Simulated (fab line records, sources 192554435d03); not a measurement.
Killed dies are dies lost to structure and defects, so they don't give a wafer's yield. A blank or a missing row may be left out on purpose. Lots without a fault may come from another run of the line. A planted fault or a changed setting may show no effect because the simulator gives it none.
A struck lot beside a sound one | flow n5_finfet | 17 steps out of a route of 1938
Sound: wafers L448.1, L448.2, L448.3. Struck: wafer L445.6. (L445.2 of the same lot was not struck and is left out.) The cause comes at the end.
At each step with rows: each side's tool, then ch and its chambers, then its first start. Under that, the readings that differ: sound wafers | struck wafers | difference of the means | sigmas: that difference in standard deviations of wafers without a fault.
alike: readings whose means differ by less than 2 such deviations, and words and numbers that are the same on both sides. not compared: withheld readings, readings that some wafer has no value for, bounds like >300 that may hide the same value, and numbers for which the record gives no deviation and whose values overlap.
The two part at a step that has a row with sigmas, a row that says differs or no value, or rows on one side only. Numbers that don't overlap but have no deviation are shown without sigmas and don't part them. A reading that every wafer of one side lacks parts them only if that side has two wafers or more.

first, 1 step without rows for these wafers: N5_BEOL_M15_ETCH_61 (etches BARC in N2/H2, target depth 89 nm, overetch 26.7 nm, time 67.9 s).
N5_BEOL_M15_TRENCH_ETCH_34: etches SiO2 in C4F8/O2/Ar, target depth 872.93 nm, time 199 s.
  sound on rie_diel-06 ch 0,2,3, day 15 14:40; struck on rie_diel-02 ch 3, day 14 19:11
  alike: bias_w, drypump_motor_current_A, oes_product_au, rf_vpp_V, showerhead_plenum_p_Torr, throttle_valve_pct
  not compared: rf_hours_counter_h
then, 1 step without rows for these wafers: N5_BEOL_M15_STRIP_36 (strips in O2).
N5_BEOL_M15_STRIP_62: strips in O2.
  sound on rie_diel-05 ch 1,2,3; struck on rie_diel-02 ch 2
  reading      | sound       | struck | difference | sigmas
  rf_vpp_V (V) | 3.7 4.3 3.6 | 2.8    | -1.1       | -2
  alike: drypump_motor_current_A, oes_product_au, showerhead_plenum_p_Torr, throttle_valve_pct
  not compared: rf_hours_counter_h
then, 1 step without rows for these wafers: N5_BEOL_M15_STRIP_37 (strips in O2).
N5_BEOL_M15_ETCH_38: etches SiCN in CF4/N2, target depth 106.4 nm, time 120.5 s.
  sound on rie_diel-05 ch 1,2,3; struck on rie_diel-02 ch 2
  alike: bias_w, drypump_motor_current_A, n2_flow_sccm, oes_product_au, rf_vpp_V, showerhead_plenum_p_Torr, throttle_valve_pct
  not compared: rf_hours_counter_h
then, 2 steps without rows for these wafers: N5_BEOL_M15_PRECLEAN_39 (cleans in residue remover, time 60 s); N5_BEOL_M15_SRD_40 (time 30 s, dry time 30 s).
N5_BEOL_M15_DEGAS_41: time 60 s.
  sound on pvd_sputter-03, day 15 17:07; struck on pvd_sputter-01, day 15 03:53
  alike: heater_power_w
then, 1 step without rows for these wafers: N5_BEOL_M15_PRE_CLEAN_42 (time 30 s).
N5_BEOL_M15_SPUTTER_43: material TaN, target thk 15 nm, time 24.19 s.
  sound on pvd_sputter-03, day 15 17:12; struck on pvd_sputter-01, day 15 03:58
  alike: throttle_valve_pct
N5_BEOL_M15_SPUTTER_44: material Ta, target thk 15 nm, time 24.19 s.
  sound on pvd_sputter-03, day 15 17:17; struck on pvd_sputter-01, day 15 04:03
  reading                                     | sound      | struck | difference | sigmas
  model.Ta_of_BEOL_M15_SPUTTER_44.thk_nm (nm) | 15 14.8 15 | 20     | +5         |
  alike: throttle_valve_pct
then, 3 steps without rows for these wafers: N5_BEOL_M15_SPUTTER_45 (material Cu, target thk 100 nm, time 16.67 s); N5_BEOL_M15_ECD_47 (material Cu, target thk 1860 nm); N5_BEOL_M15_ANNEAL_48 (time 90 s).
N5_BEOL_M15_CMP_49: polishes, stops on SiO2, t overpolish 4.9 s, target thk 850 nm.
  sound on cmp-03 ch 1,2,3, day 15 18:01; struck on cmp-02 ch 0, day 15 05:29
  reading                      | sound             | struck | difference | sigmas
  barrier_field_endpoint_s (s) | 10.83 11.11 11.15 | 13.22  | +2.19      | +8
  platen_rpm (rpm)             | 80.04 79.97 79.91 | 80.10  | +0.13      | +2
  alike: clearing_platen_down_force_psi, edge_zone_pressure_frac, motor_current_A
N5_BEOL_M15_THK_MEAS_50: measures by xrf.
  sound on film_metro-02, day 15 18:19; struck on film_metro-02, day 15 05:40
  alike: M15_THK

WHERE THEY PART
First at N5_BEOL_M15_STRIP_62; last, within this record, at N5_BEOL_M15_CMP_49. Later steps at which nothing parts them and some readings are alike: N5_BEOL_M15_THK_MEAS_50.

WHY: what the simulator had put in
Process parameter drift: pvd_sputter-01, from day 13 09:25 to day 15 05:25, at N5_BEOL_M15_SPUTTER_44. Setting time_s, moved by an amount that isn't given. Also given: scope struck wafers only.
